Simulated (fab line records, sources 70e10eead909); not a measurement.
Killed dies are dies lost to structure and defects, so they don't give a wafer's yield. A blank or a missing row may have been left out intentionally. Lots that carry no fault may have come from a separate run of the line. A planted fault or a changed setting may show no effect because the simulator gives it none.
Which tool is to blame? / flow nand-harc / 6 lots, 18 wafers sampled, at 3 steps of a route of 1302

WHAT THE GAUGES SHOWED, per wafer
NHARC_P_STI_CD_MEAS_16.
lot=L812; measured=day 3 17:19; on=cd-sem-01; cd-nm (nm)=205.6 203.1 201.0
lot=L814; measured=day 4 15:10; on=cd-sem-03; cd-nm (nm)=203.1 201.2 201.5
lot=L825; measured=day 9 04:38; on=cd-sem-01; cd-nm (nm)=201.2 203.9 202.3
lot=L829; measured=day 10 16:42; on=cd-sem-03; cd-nm (nm)=198.2 200.3 201.0
lot=L831; measured=day 11 14:29; on=cd-sem-02; cd-nm (nm)=198.7 201.5 199.7
lot=L833; measured=day 12 13:23; on=cd-sem-03; cd-nm (nm)=201.7 202.2 197.5

TOOL THAT RAN EACH LOT (tool first, then ch and the chambers of the sampled wafers, then the start)
lot=L812; NHARC_P_STI_ETCH_42=rie-diel-07 ch 0,1, day 3 16:58; NHARC_P_STI_ETCH_31=rie-diel-07 ch 2,3, day 3 17:19 or earlier
lot=L814; NHARC_P_STI_ETCH_42=rie-diel-07 ch 0,2,3, day 4 14:49; NHARC_P_STI_ETCH_31=rie-diel-07 ch 1,2,3, day 4 15:10 or earlier
lot=L825; NHARC_P_STI_ETCH_42=rie-diel-07 ch 0,1,3, day 9 04:17; NHARC_P_STI_ETCH_31=rie-diel-07 ch 0,1,3, day 9 04:38 or earlier
lot=L829; NHARC_P_STI_ETCH_42=rie-diel-01 ch 0,1,3, day 10 16:21; NHARC_P_STI_ETCH_31=rie-diel-01 ch 0,3, day 10 16:42 or earlier
lot=L831; NHARC_P_STI_ETCH_42=rie-diel-07 ch 0,1,3, day 11 14:05; NHARC_P_STI_ETCH_31=rie-diel-07 ch 1,2,3, day 11 14:29 or earlier
lot=L833; NHARC_P_STI_ETCH_42=rie-diel-01 ch 0,2, day 12 13:02; NHARC_P_STI_ETCH_31=rie-diel-01 ch 0,3, day 12 13:23 or earlier
- NHARC_P_STI_ETCH_42: etches the open film in N2/H2, target depth 80 nm, overetch 24 nm, time 61 s.
- NHARC_P_STI_ETCH_31: etches the open film in CF4/CHF3, target depth 108.9 nm, time 54.5 s.

THE ANSWER, worked out from the rows above alone
Rule: usual is defined by the lots themselves. Put in order of their means at a reading, lots are off if they are a third of the lots or fewer, leave a main group of 4 or more, and stand apart from it by a gap of 3 or more times the standard deviation of the main group's means; of several such gaps the widest counts. A main group is skipped when, at the precision printed for the reading in the tables above, its means are all equal. A lot without any number at a reading at which 4 lots or more have one is off too. The other lots that the step has rows for count as sound.
None of the lots is off at any reading shown; this tells nothing.

WHAT THE SIMULATOR HAD PUT IN
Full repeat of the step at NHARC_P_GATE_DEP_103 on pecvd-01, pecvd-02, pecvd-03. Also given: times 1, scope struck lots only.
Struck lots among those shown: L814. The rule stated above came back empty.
